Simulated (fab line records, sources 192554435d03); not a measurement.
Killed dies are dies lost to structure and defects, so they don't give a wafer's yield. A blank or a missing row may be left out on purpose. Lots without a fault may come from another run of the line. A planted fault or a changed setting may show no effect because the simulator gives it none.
Which tool did it? | flow n5_finfet | 12 lots, 36 wafers sampled, at 1 step of a route of 1938

WHAT THE GAUGES READ, wafer by wafer
N5_HKMG_FIN_INSPECT_61: inspects for defects (macro).
lot  | measured    | on                | raw_defect_count
L075 | day 4 08:46 | defect_inspect-02 | 1 2 4
L077 | day 4 18:14 | defect_inspect-01 | 3 3 1
L079 | day 5 05:43 | defect_inspect-02 | 2 3 2
L081 | day 5 20:28 | defect_inspect-02 | 1 4 1
L083 | day 6 05:17 | defect_inspect-01 | 1 2 1
L085 | day 6 20:08 | defect_inspect-01 | 4 2 4
L087 | day 7 06:14 | defect_inspect-01 | 2 3 1
L089 | day 7 17:20 | defect_inspect-02 | 5 3 2
L091 | day 8 05:54 | defect_inspect-01 | 2 1 3
L093 | day 8 19:55 | defect_inspect-02 | 2 4 0
L095 | day 9 10:49 | defect_inspect-01 | 2 1 2
L097 | day 9 22:14 | defect_inspect-01 | 4 1 3

WHICH TOOL RAN EACH LOT (tool, then ch and the chambers of the sampled wafers, then the start)
The record holds no process step before these readings.

THE ANSWER, worked out from the rows above alone
Rule: what is usual is taken from the lots themselves. Put in order of their means at a reading, lots are off if they are a third of the lots or fewer, leave a main group of 4 or more, and stand apart from it by a gap of 3 or more times the standard deviation of the main group's means; of several such gaps the widest counts. A main group whose means are all the same, to the digits that the tables above print for the reading, isn't used. A lot without any number at a reading at which 4 lots or more have one is off too. The other lots that the step has rows for count as sound.
No lot is off at any reading shown: from this, nothing can be told.

WHAT THE SIMULATOR HAD PUT IN
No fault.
